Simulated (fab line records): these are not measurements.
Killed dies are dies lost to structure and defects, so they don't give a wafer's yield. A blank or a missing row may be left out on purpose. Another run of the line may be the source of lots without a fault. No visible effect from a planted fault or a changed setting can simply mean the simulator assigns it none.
Chamber matching | flow n5 finfet | N5_BEOL_M5_ALD_86 on ald metal-03 has 4 sister chambers
The step deposits TaN, pulse time 2 s, purge time 3 s, co reactant purge time 2 s. 4 wafers are shown with their chamber, then 10 later ones without.

## WAFERS PAIRED WITH THEIR CHAMBERS
wafer  | chamber | heater power w (W)
L084.2 | 0       | 423
L087.2 | 3       | 406
L089.2 | 2       | 393
L089.4 | 1       | 347

## WAFERS MISSING THEIR CHAMBER
wafer  | heater power w (W)
L089.5 | 405
L092.1 | 434
L092.2 | 390
L092.5 | 352
L091.1 | 398
L091.4 | 428
L091.6 | 396
L097.4 | 390
L097.5 | 436
L097.6 | 408

## WHICH CHAMBER EACH ONE RAN IN
wafer  | from the rows above     | in truth
L089.5 | can't be placed: 3 or 2 | 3
L092.1 | 0                       | 0
L092.2 | 2                       | 2
L092.5 | 1                       | 1
L091.1 | can't be placed: 2 or 3 | 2
L091.4 | 0                       | 0
L091.6 | can't be placed: 2 or 3 | 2
L097.4 | 2                       | 2
L097.5 | 0                       | 0
L097.6 | 3                       | 3
7 of 10 placed correctly. Not placeable from these rows: 3 (in 3, the candidates include the true chamber). Placed wrongly: 0.
How it was worked out, from the rows above alone: a wafer's distance from a chamber is the root of the sum, over the readings, of the square of ((its reading less the chamber's mean) divided by the reading's scatter). If the next closest chamber is less than 2 further off than the closest, the wafer can't be placed; otherwise it belongs to the closest. The mean given for a chamber averages the wafers shown for that chamber. The scatter: root of mean squared gap, hidden wafer to nearest shown wafer, with one shown wafer a chamber.
